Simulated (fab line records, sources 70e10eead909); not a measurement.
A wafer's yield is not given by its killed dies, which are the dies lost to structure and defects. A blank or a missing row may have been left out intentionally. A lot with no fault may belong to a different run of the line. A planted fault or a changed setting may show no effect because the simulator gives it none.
Matching of chambers ; flow nandHarc ; NHARC_A_STAIRCASE_DEP_156 on pecvd-04 has 3 sister chambers
The step deposits SiNx, target thk 50 nm. 6 wafers are shown with their chamber, then 9 later ones without.

## WAFERS WITH THEIR CHAMBER
wafer;chamber;heaterPowerW (W)
L084.4;0;713
L087.2;1;589
L087.6;1;598
L088.1;0;709
L088.2;2;771
L088.5;2;781

## WAFERS WHOSE CHAMBER IS MISSING
wafer;heaterPowerW (W)
L091.2;636
L091.3;574
L091.6;625
L092.1;600
L092.3;816
L092.4;616
L097.2;571
L097.4;683
L097.6;697

## CHAMBER TAKEN BY EACH
wafer;from the rows above;in truth
L091.2;1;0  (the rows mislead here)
L091.3;1;1
L091.6;1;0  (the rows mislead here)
L092.1;1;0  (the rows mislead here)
L092.3;2;2
L092.4;1;1
L097.2;1;1
L097.4;0;0
L097.6;0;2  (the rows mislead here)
Placed correctly: 5 of 9. From these rows, 0 cannot be placed. Number placed wrongly: 4.
How it was worked out, from the rows above alone: a wafer's distance from a chamber is the root of the sum, over the readings, of the square of ((its reading less the chamber's mean) divided by the reading's scatter). The wafer belongs to the nearest chamber; if the next one is less than 2 further off, it can't be placed. A chamber's mean is the mean of its shown wafers. The scatter: take each reading less its chamber's mean, square it, sum over the shown wafers, divide by the number of wafers less the number of chambers, and take the root.
